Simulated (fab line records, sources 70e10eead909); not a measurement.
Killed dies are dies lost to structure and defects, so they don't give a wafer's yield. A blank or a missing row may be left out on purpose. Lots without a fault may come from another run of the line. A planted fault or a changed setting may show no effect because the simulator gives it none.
One fault seen from 3 desks | flow nand_harc | each desk has only its own numbers; what lay behind them comes last

THE TOOL OWNER'S DESK: ald_hk-03
The tool's own readings at NHARC_A_WL_FILL_ALD_00 (deposits Al2O3, target thk 3 nm, pulse time 3 s, ald cycles 30): means of the sampled wafers that have a number, for each lot that ran on this tool. A lot is out of limits, marked OUT, if its mean lies more than 4 standard deviations from the usual mean; the brackets give that distance.
Columns: A = heater_power_outer_w at NHARC_A_WL_FILL_ALD_00, usual 262 W; B = heater_power_w at NHARC_A_WL_FILL_ALD_00, usual 473 W; C = precursor_pulse_height_rel at NHARC_A_WL_FILL_ALD_00, usual 1.000
lot  | first seen here | A   | B   | C
L375 | day 14 22:25    | 251 | 458 | 0.990
L378 | day 15 16:14    | 268 | 485 | 0.988
L382 | day 16 21:43    | 268 | 476 | 0.991
L386 | day 17 09:54    | 266 | 480 | 1.013
L385 | day 17 10:11    | 271 | 483 | 0.985
L383 | day 17 10:34    | 279 | 506 | 1.002
L388 | day 18 09:07    | 265 | 480 | 0.980
L393 | day 19 15:04    | 268 | 480 | 1.000
This desk's finding: nothing out of limits on any of the 8 lots.

THE METROLOGY DESK
What the gauges read, lot by lot, whatever tool the lot ran on: means of the sampled wafers that have a number. A lot is out of limits, marked OUT, if its mean lies more than 4 standard deviations from the usual mean; the brackets give that distance.
Columns: A = cd_nm at NHARC_A_SLIT_CD_MEAS_21, usual 289.4 nm
lot  | first seen here | A
L375 | day 14 14:40    | 290.7
L377 | day 15 08:25    | 289.5
L378 | day 15 10:06    | 290.7
L379 | day 15 17:55    | 290.1
L382 | day 16 13:53    | 287.0
L383 | day 17 01:54    | 289.4
L386 | day 17 02:43    | 289.9
L385 | day 17 03:37    | 289.1
L388 | day 17 22:01    | 289.5
L392 | day 19 03:31    | 289.6
L393 | day 19 07:18    | 289.9
L395 | day 19 21:00    | 290.4
L398 | day 20 08:32    | 288.9
This desk's finding: nothing out of limits on any of the 13 lots.

THE DEFECT DESK
What the inspections along the route counted, lot by lot: means of the sampled wafers that have a number. A lot is out of limits, marked OUT, if its mean lies more than 4 standard deviations from the usual mean; the brackets give that distance.
Columns: A = raw_defect_count at NHARC_A_SLIT_INSPECT_11, usual 23
lot  | first seen here | A
L375 | day 14 11:11    | 21
L377 | day 15 04:56    | 15
L378 | day 15 06:01    | 23
L379 | day 15 14:26    | 32
L382 | day 16 10:25    | 11
L383 | day 16 19:32    | 22
L386 | day 16 20:55    | 21
L385 | day 16 21:17    | 27
L388 | day 17 17:03    | 29
L392 | day 19 00:04    | 32
L393 | day 19 03:50    | 39
L395 | day 19 17:32    | 38
L398 | day 20 03:34    | 17
This desk's finding: nothing out of limits on any of the 13 lots.

PUT TOGETHER
The tool owner's desk saw nothing out of limits.
The metrology desk saw nothing out of limits.
The defect desk saw nothing out of limits.

WHAT THE SIMULATOR HAD PUT IN
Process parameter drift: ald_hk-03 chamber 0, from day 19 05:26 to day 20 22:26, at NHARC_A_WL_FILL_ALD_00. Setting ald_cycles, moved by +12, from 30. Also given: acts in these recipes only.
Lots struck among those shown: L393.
